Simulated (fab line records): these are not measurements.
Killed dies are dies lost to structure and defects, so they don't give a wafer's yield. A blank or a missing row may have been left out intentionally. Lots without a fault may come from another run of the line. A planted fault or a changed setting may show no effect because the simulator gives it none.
fab line records	flow nand_harc
record: lots: 6	wafers: 18	last_day: 24
route steps=1159 shown A_WL_FILL@813 END@1159
lots that met no fault: taken from a fault-free run of the same line
start_h: the number of hours between the record's first day and the start of the first shown wafer of the lot	wait_h: time in hours since the lot's previous step	" as in the row above	L1.1+2: a row that stands for several wafers	- no value, or no start was given	* or withheld: withheld	< > ~ a bound
route shown NAME@n: NAME is a module with steps in the file, n the number in the route of the first one	usual: the fault-free wafers' mean and standard deviation	same: alike in all rows	chamber/n: place in a boat	sites: the reading at each site	_std_site: standard deviation across them	_edge_site: outer sites' mean less inner sites'	radius_mm: how far each site lies from the wafer's centre	mask NAME#n: copy n	behind: the most recent tool/chamber to have shaped the wafer	hold: the reason the lot was held/the length of the hold in hours/how it ended	device: the transistor (n, p or np) that didn't switch	end of line: the tests these same wafers got at the end of their route	a step without rows: its recipe alone	killed: dies that structure and defects cost at the first sort, which is not the same as the wafer's yield	map: shows each die of a wafer: x if killed, . if not, _ if none is there
set.NAME: the setting as run; set.NAME@STEP: as run at that earlier step	model.NAME: the simulator's own value behind a step, which no gauge read
certain route steps with their lots: each step a table, each wafer a row
services: when a tool's chamber went out of use (start_h, in hours from the record's first day, below 0 if earlier), for how many hours, and the reason
== steps ==
step: NHARC_A_WL_FILL_CVD_03
recipe: target_thk_a: 400	temp_c: 300	pressure_torr: 40	wf6_flow_sccm: 40	h2_flow_sccm: 1600	ar_flow_sccm: 1560	time_s: 3302	material: W
usual: heater_power_w: 484/50	throttle_valve_pct: 8.0/0.39
lot.wafer	tool	chamber	start_h	wait_h	heater_power_w	throttle_valve_pct
L657.2	cvd_w-02	0	335.84	0.1	527	7.6
L657.1	"	1	"	"	420	8.1
L657.6	"	1	338.17	2.4	436	8.3
L658.1	cvd_w-02	0	339.10	3.0	543	7.6
L658.3	"	0	"	"	554	7.8
L658.6	"	0	"	"	544	7.8
L665.4	cvd_w-01	0	390.91	6.2	413	7.8
L665.3	"	1	"	"	511	8.7
L665.5	"	0	"	"	422	8.0
L668.4	cvd_w-02	0	420.96	6.6	546	7.6
L668.6	"	0	"	"	539	7.3
L668.5	"	1	"	"	455	8.2
L675.1	cvd_w-02	1	444.07	1.9	455	8.3
L675.2	"	0	"	"	557	7.4
L675.4	"	0	"	"	551	7.3
L680.4	cvd_w-01	1	471.12	1.0	520	8.7
L680.3	"	0	"	"	436	8.1
L680.5	"	1	"	"	523	8.7
step: NHARC_A_WL_FILL_ETCHBACK_04
recipe: target_depth_a: 600	time_s: 120	chemistry: NF3
usual: drypump_motor_current_A: 6.2/0.32	oes_product_au: 1.002/0.0082	run_length_s: 141.2/0.41
lot.wafer	tool	chamber	start_h	wait_h	drypump_motor_current_A	oes_product_au	rf_hours_counter_h	run_length_s
L657.1	rie_metal-02	1	339.12	2.4	6.4	1.006	2.8	141.2
L657.2	"	0	"	"	5.8	0.996	2.8	141.2
L657.6	"	0	"	"	5.8	0.995	-	141.0
L658.1	rie_metal-01	0	341.96	2.4	6.6	0.996	0.0	141.5
L658.3	"	0	"	"	6.6	1.003	-	141.2
L658.6	"	1	"	"	6.4	1.000	-	141.2
L665.4	rie_metal-03	1	393.34	2.0	5.9	1.020	-	141.7
L665.3	"	0	"	"	5.8	1.012	-	140.8
L665.5	"	1	"	"	5.9	1.008	-	142.5
L668.4	rie_metal-02	0	423.45	2.0	5.8	0.990	-	140.9
L668.5	"	1	"	"	6.4	1.001	-	141.3
L668.6	"	0	"	"	5.8	1.002	-	141.0
L675.2	rie_metal-03	1	447.38	2.4	5.9	0.995	4.9	141.8
L675.1	"	0	"	"	5.8	1.015	5.1	140.7
L675.4	"	1	"	"	5.9	1.001	-	142.2
L680.3	rie_metal-02	1	473.63	1.6	6.4	1.018	-	141.2
L680.4	"	1	"	"	6.4	1.015	-	141.1
L680.5	"	1	"	"	6.5	1.010	-	141.5
step: NHARC_A_WL_FILL_ETCHBACK_05
recipe: target_depth_a: 220	time_s: 60	temp_c: 40	chemistry: Cl2/BCl3
usual: drypump_motor_current_A: 6.2/0.32	oes_product_au: 1.002/0.0089	run_length_s: 81.2/0.44
lot.wafer	tool	chamber	start_h	wait_h	drypump_motor_current_A	oes_product_au	rf_hours_counter_h	run_length_s
L657.2	rie_metal-02	0	339.36	0.2	5.8	0.991	2.9	81.3
L657.1	"	1	"	"	6.4	1.000	2.9	81.4
L657.6	"	0	"	"	5.8	0.991	-	81.5
L658.1	rie_metal-01	1	342.16	0.2	6.4	1.001	0.1	81.1
L658.3	"	1	"	"	6.4	0.996	-	80.9
L658.6	"	1	"	"	6.4	0.997	-	81.3
L665.4	rie_metal-03	1	393.54	0.2	6.0	1.008	-	81.8
L665.3	"	0	"	"	5.8	1.015	-	80.6
L665.5	"	1	"	"	5.9	1.012	-	82.0
L668.4	rie_metal-02	1	423.62	0.1	6.4	1.008	-	81.7
L668.5	"	1	"	"	6.4	1.003	-	81.5
L668.6	"	0	"	"	5.8	1.010	-	81.1
L675.1	rie_metal-03	0	447.62	0.2	5.8	1.019	5.2	80.4
L675.2	"	1	"	"	6.0	1.013	5.1	81.6
L675.4	"	0	"	"	5.8	1.011	-	80.5
L680.3	rie_metal-02	1	473.98	0.3	6.4	1.007	-	81.3
L680.4	"	1	"	"	6.4	1.015	-	81.6
L680.5	"	1	"	"	6.4	1.007	-	81.3
step: NHARC_A_WL_FILL_STRIP_27
recipe: power_w: 1500	temp_c: 250	time_s: 20	chemistry: N2/H2
step: NHARC_A_WL_FILL_STRIP_28
recipe: time_s: 1200	temp_c: 72.5	chemistry: post_etch_residue_remover
step: NHARC_A_WL_FILL_PRECLEAN_06
recipe: time_s: 300	chemistry: DIW
step: NHARC_A_WL_FILL_SRD_07
step: NHARC_A_WL_FILL_ANNEAL_08
recipe: temp_c: 450	time_s: 1800
step: NHARC_A_WL_FILL_ALD_10
recipe: target_thk_a: 500	pulse_time_s: 10	ald_cycles: 500	temp_c: 300	material: SiO2
step: NHARC_A_WL_FILL_ETCHBACK_16
recipe: target_depth_a: 880	time_s: 17.6	c4f8_flow_sccm: withheld	o2_flow_sccm: 8	ar_flow_sccm: withheld	rf_w: 600	bias_w: 800	chemistry: C4F8/O2/Ar
usual: oes_product_au: 0.97/0.034	rf_vpp_V: 724/4.2	run_length_s: 38.7/0.47
lot.wafer	tool	chamber	start_h	wait_h	oes_product_au	rf_hours_counter_h	rf_vpp_V	run_length_s
L657.2	rie_diel-10	3	-	-	0.93	3.7	723	39.7
L657.1	"	0	"	"	0.92	3.8	724	38.7
L657.6	"	2	"	"	0.92	-	717	37.8
L658.1	rie_diel-09	3	-	-	1.01	3.1	722	38.4
L658.3	"	1	"	"	0.98	4.2	720	39.8
L658.6	"	3	"	"	1.01	-	722	38.8
L665.3	rie_diel-09	3	-	-	0.94	5.0	723	39.0
L665.4	"	1	"	"	0.91	6.0	721	39.2
L665.5	"	3	"	"	0.93	-	723	38.9
L668.4	rie_diel-10	2	-	-	0.97	1.5	719	38.6
L668.6	"	2	"	"	0.99	-	718	38.0
L668.5	"	3	"	"	1.01	-	722	39.6
L675.2	rie_diel-02	1	-	-	0.98	10.3	716	38.0
L675.1	"	2	"	"	1.02	10.3	728	38.7
L675.4	"	3	"	"	1.00	9.4	728	38.5
L680.4	rie_diel-10	2	-	-	0.91	2.7	717	37.8
L680.3	"	3	"	"	0.93	2.7	724	39.1
L680.5	"	3	"	"	0.93	-	724	39.3
step: NHARC_A_WL_FILL_STRIP_29
recipe: time_s: 20	o2_flow_sccm: 500	ar_flow_sccm: 0	bias_w: 0	chemistry: O2
usual: drypump_motor_current_A: 6.0/0.32	oes_product_au: 0.998/0.012	rf_vpp_V: 57.7/0.89	showerhead_plenum_p_Torr: 3.54/0.14	throttle_valve_pct: 17.035/0.009
lot.wafer	tool	chamber	start_h	wait_h	drypump_motor_current_A	oes_product_au	rf_hours_counter_h	rf_vpp_V	showerhead_plenum_p_Torr	throttle_valve_pct
L657.1	rie_diel-10	2	349.64	0.1	6.0	0.983	3.8	57.7	3.36	17.024
L657.2	"	3	"	"	6.2	1.015	3.7	59.4	3.53	17.029
L657.6	"	2	"	"	6.0	0.993	-	57.3	3.36	17.033
L658.1	rie_diel-09	0	349.67	0.1	6.3	0.990	2.6	58.3	3.70	17.035
L658.3	"	2	"	"	5.5	0.999	4.2	57.6	3.42	17.026
L658.6	"	0	"	"	6.3	1.006	-	59.0	3.70	17.034
L665.4	rie_diel-09	3	403.59	0.1	6.3	1.006	5.1	58.7	3.50	17.031
L665.3	"	0	"	"	6.4	0.999	4.4	58.9	3.70	17.039
L665.5	"	1	"	"	5.5	0.983	-	57.2	3.46	17.026
L668.4	rie_diel-10	2	433.47	0.1	6.0	0.979	1.5	57.7	3.36	17.052
L668.5	"	3	"	"	6.2	1.008	-	56.6	3.53	17.053
L668.6	"	0	"	"	6.2	1.006	-	57.8	3.55	17.027
L675.1	rie_diel-02	3	457.97	0.2	5.8	1.009	9.4	57.0	3.70	17.050
L675.2	"	0	"	"	5.7	1.020	9.4	59.8	3.59	17.039
L675.4	"	1	"	"	6.3	1.006	10.4	57.7	3.29	17.038
L680.3	rie_diel-10	2	485.21	0.1	6.0	0.968	2.7	57.0	3.36	17.044
L680.4	"	0	"	"	6.1	0.991	2.7	57.7	3.55	17.038
L680.5	"	3	"	"	6.2	0.999	-	58.6	3.53	17.045
step: NHARC_A_WL_FILL_ETCHBACK_17
recipe: target_depth_a: 40	time_s: 26.7	chemistry: Cl2/BCl3
usual: drypump_motor_current_A: 6.1/0.32	oes_product_au: 1.000/0.0087	run_length_s: 47.9/0.47
lot.wafer	tool	chamber	start_h	wait_h	drypump_motor_current_A	oes_product_au	rf_hours_counter_h	run_length_s
L657.1	rie_metal-03	0	349.72	-	5.8	1.003	1.5	47.5
L657.2	"	0	"	"	5.8	1.008	-	47.6
L657.6	"	0	"	"	5.8	1.016	-	46.9
L658.1	rie_metal-02	0	349.78	-	5.8	0.992	3.1	47.5
L658.3	"	0	"	"	5.8	0.993	-	47.5
L658.6	"	1	"	"	6.4	1.005	-	48.2
L665.3	rie_metal-02	1	403.71	-	6.4	1.000	-	47.9
L665.4	"	0	"	"	5.8	0.996	-	40.5
L665.5	"	0	"	"	5.8	0.993	-	40.4
L668.4	rie_metal-02	1	433.58	-	6.4	1.010	-	47.9
L668.6	"	1	"	"	6.4	1.003	-	47.8
L668.5	"	0	"	"	5.8	0.998	-	40.2
L675.2	rie_metal-01	0	458.05	-	6.6	1.008	4.5	48.4
L675.1	"	1	"	"	6.4	0.986	4.5	48.0
L675.4	"	1	"	"	6.4	1.003	-	47.8
L680.3	rie_metal-03	1	485.35	-	5.9	0.979	-	48.3
L680.4	"	0	"	"	5.8	0.998	-	47.2
L680.5	"	1	"	"	5.9	0.984	-	48.8
step: NHARC_A_WL_FILL_PRECLEAN_18
recipe: time_s: 30	chemistry: dHF
step: NHARC_END_SORT_01
recipe: temp_c: 25
usual: killed_at_array: 28/11	killed_at_other: 0.7/1.1	killed_at_periphery: 2.9/2	killed_dies: 32/11	killed_open: 3.2/1.8	killed_short: 2.0/1.4
same: gross_dies: 677
lot.wafer	tool	chamber	start_h	wait_h	killed_at_array	killed_at_other	killed_at_periphery	killed_dies	killed_open	killed_short
L658.1	prober-01	0	451.11	2.5	23	0	0	23	0	2
L658.3	prober-01	0	452.72	3.1	40	0	2	42	4	4
L658.6	prober-01	0	455.12	4.0	31	0	2	33	6	3
L665.3	prober-02	0	494.07	3.1	33	1	1	35	3	1
L665.4	prober-02	0	494.87	3.4	29	1	2	32	3	1
L665.5	prober-02	0	495.67	3.7	26	3	3	32	2	3
killed by level:class
L658.1 A_CHANNEL_HOLE_D1:chamber_film_flake=7 A_SLIT:chamber_film_flake=6 A_CONTACT:chamber_film_flake=4 A_STAIRCASE:chamber_film_flake=2 A_WL_FILL:chamber_film_flake=2 A_ONON_D1:geometric_particle:short=1 A_SGD_CUT:geometric_particle:short=1
L658.3 A_CHANNEL_HOLE_D1:chamber_film_flake=14 A_SLIT:chamber_film_flake=9 A_WL_FILL:chamber_film_flake=5 A_M0:geometric_particle:open=3 A_STAIRCASE:chamber_film_flake=3 P_CONTACT:geometric_particle:open=1 A_CHANNEL_HOLE_D1:geometric_particle:short=1 A_CHANNEL_FILL_D1:geometric_particle:short=1
L658.6 A_CHANNEL_HOLE_D1:chamber_film_flake=11 A_STAIRCASE:chamber_film_flake=5 A_SLIT:chamber_film_flake=4 A_WL_FILL:geometric_particle:open=2 A_M0:geometric_particle:open=2 A_CONTACT:chamber_film_flake=2 P_CONTACT:geometric_particle:short=1 P_M0:geometric_particle:short=1
L665.3 A_CHANNEL_HOLE_D1:chamber_film_flake=20 A_CONTACT:chamber_film_flake=6 A_WL_FILL:chamber_film_flake=3 P_M2:geometric_particle:short=1 A_SGD_CUT:geometric_particle:open=1 A_CONTACT:geometric_particle:open=1 A_BLC:geometric_particle:open=1 A_STAIRCASE:chamber_film_flake=1
L665.4 A_CHANNEL_HOLE_D1:chamber_film_flake=18 A_CONTACT:chamber_film_flake=4 P_M0:geometric_particle:open=1 A_CHANNEL_FILL_D1:geometric_particle:short=1 A_CONTACT:geometric_particle:open=1 A_BLC:geometric_particle:open=1 P_GATE:chamber_film_flake=1 A_CHANNEL_FILL_D1:chamber_film_flake=1
L665.5 A_CHANNEL_HOLE_D1:chamber_film_flake=16 P_GATE:chamber_film_flake=3 A_STAIRCASE:chamber_film_flake=3 THIN_TSV:chamber_film_flake=3 A_CONTACT:chamber_film_flake=2 A_WL_FILL:geometric_particle:short=1 A_CONTACT:geometric_particle:short=1 A_BLC:geometric_particle:short=1
== services ==
tool	chamber	start_h	hours	kind
rie_diel-02	-	327.70	9.0	pm
rie_diel-09	-	329.72	0.4	repair
rie_metal-01	-	332.00	9.0	pm
rie_diel-09	0	342.52	5.1	repair
rie_diel-02	1	344.12	2.8	repair
rie_metal-03	1	348.08	4.5	repair
rie_diel-10	-	353.50	9.0	pm
rie_diel-09	0	372.51	3.0	repair
rie_diel-10	0	372.66	6.3	repair
cvd_w-02	-	377.15	13.0	pm
rie_metal-02	-	388.07	9.0	pm
rie_metal-02	0	388.07	9.0	vent_cycle
rie_diel-09	-	390.25	0.7	repair
rie_diel-02	-	392.10	1.8	repair
rie_diel-10	-	392.80	0.1	repair
rie_diel-09	3	404.75	5.5	repair
cvd_w-02	0	408.94	4.0	repair
rie_diel-09	-	431.10	9.0	pm
rie_metal-01	1	450.03	1.6	repair
rie_metal-03	-	453.00	9.0	pm
rie_diel-10	-	457.48	0.5	repair
rie_metal-02	0	462.85	13.4	repair
rie_diel-09	1	472.46	2.5	repair
cvd_w-01	-	480.72	13.0	pm
== key ==
first_sign: step: NHARC_A_WL_FILL_ETCHBACK_17	reading: run_length_s	direction: down	sigmas: 16	usual: *	struck: *
effect none on later readings
met_at NHARC_A_WL_FILL_ETCHBACK_17
struck_wafers L665.4,L665.5,L668.5
tester_left_out L665,L668
onset_between 349.78 403.71
fault: kind: process_parameter_drift	tool: rie_metal-02	chamber: 0	onset_h: 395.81	steps: NHARC_A_WL_FILL_ETCHBACK_17	channel: time_s	offset: *	shape: step	end_h: 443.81	acts_in: *	stated: *
tester_left_out: of these lots the tester's yield and bins aren't shown, on N5 and GAA mostly nor the transistor test; their killed dies are dies lost to structure and defects alone, not to doping, threshold or leakage, so they don't give the yield
